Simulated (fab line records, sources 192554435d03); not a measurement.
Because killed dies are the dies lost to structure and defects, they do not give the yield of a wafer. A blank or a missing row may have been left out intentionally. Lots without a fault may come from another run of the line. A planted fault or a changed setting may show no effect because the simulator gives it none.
Matching of chambers || flow n5 finfet || 4 sister chambers for N5_SPACER0_ALD_08 on ald sin-02
The step deposits SiNx, target thk 2 nm. 4 wafers are shown with their chamber, then 7 later ones without.

EACH WAFER AND ITS CHAMBER
{"wafer": "L086.5", "chamber": 0, "heater power w (W)": 803}
{"wafer": "L092.2", "chamber": 2, "heater power w (W)": 1081}
{"wafer": "L094.1", "chamber": 3, "heater power w (W)": 841}
{"wafer": "L094.2", "chamber": 1, "heater power w (W)": 830}

WAFERS WITHOUT THEIR CHAMBER
{"wafer": "L094.6", "heater power w (W)": 870}
{"wafer": "L096.2", "heater power w (W)": 795}
{"wafer": "L096.5", "heater power w (W)": 814}
{"wafer": "L096.6", "heater power w (W)": 852}
{"wafer": "L097.4", "heater power w (W)": 822}
{"wafer": "L097.5", "heater power w (W)": 1083}
{"wafer": "L097.6", "heater power w (W)": 809}

WHICH CHAMBER EACH WENT THROUGH
{"wafer": "L094.6", "from the rows above": "can't be placed: 3 or 1", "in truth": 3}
{"wafer": "L096.2", "from the rows above": 0, "in truth": 0}
{"wafer": "L096.5", "from the rows above": "can't be placed: 0 or 1 or 3", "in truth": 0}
{"wafer": "L096.6", "from the rows above": "can't be placed: 3 or 1", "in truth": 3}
{"wafer": "L097.4", "from the rows above": "can't be placed: 1 or 0 or 3", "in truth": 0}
{"wafer": "L097.5", "from the rows above": 2, "in truth": 2}
{"wafer": "L097.6", "from the rows above": "can't be placed: 0 or 1 or 3", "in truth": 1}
Placed correctly: 2 of 7. Can't be placed from these rows: 5 (the true chamber is among the candidates in 5). Wrongly placed: 0.
How it was worked out, from the rows above alone: a wafer's distance from a chamber is the root of the sum, over the readings, of the square of ((its reading less the chamber's mean) divided by the reading's scatter). If the next closest chamber is less than 2 further off than the closest, the wafer can't be placed; otherwise it belongs to the closest. For every chamber, the mean is computed from those of its wafers that are shown. The scatter: with one shown wafer a chamber, the root of the mean of the squares of how far each hidden wafer lies from its nearest shown one.
